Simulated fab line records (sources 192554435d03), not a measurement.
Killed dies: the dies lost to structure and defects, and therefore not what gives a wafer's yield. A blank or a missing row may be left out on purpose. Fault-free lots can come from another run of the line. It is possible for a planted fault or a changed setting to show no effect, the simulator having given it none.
Matching of chambers    flow n5Finfet    4 sister chambers for N5_GATE_CUT_ALD_22 on aldSin-01
The step deposits SiNx, target thk 16 nm, pulse time 1 s, ald cycles 320. 4 wafers are shown with their chamber, then 8 later ones without.

== WAFERS, EACH WITH ITS CHAMBER ==
wafer   chamber  heaterPowerOuterW (W)
L081.3  0        620
L088.1  1        478
L088.6  3        449
L091.2  2        474

== WAFERS WITHOUT THEIR CHAMBER ==
wafer   heaterPowerOuterW (W)
L091.3  453
L091.5  618
L092.2  452
L092.4  612
L092.5  626
L097.2  465
L097.3  476
L097.4  630

== THE CHAMBER EACH PASSED THROUGH ==
wafer   from the rows above           in truth
L091.3  3                             3
L091.5  0                             0
L092.2  3                             3
L092.4  0                             0
L092.5  0                             0
L097.2  can't be placed: 2 or 1 or 3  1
L097.3  can't be placed: 1 or 2       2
L097.4  0                             0
Placed correctly: 6 of 8. From these rows, 2 cannot be placed; in 2 the true chamber is one of the candidates. Number placed wrongly: 0.
How it was worked out, from the rows above alone: a wafer's distance from a chamber is the root of the sum, over the readings, of the square of ((its reading less the chamber's mean) divided by the reading's scatter). The wafer belongs to the nearest chamber; if the next one is less than 2 further off, it can't be placed. A chamber's mean is the mean of its shown wafers. The scatter (one wafer shown for each chamber): square how far every hidden wafer sits from the nearest shown wafer, average those squares and take the square root.
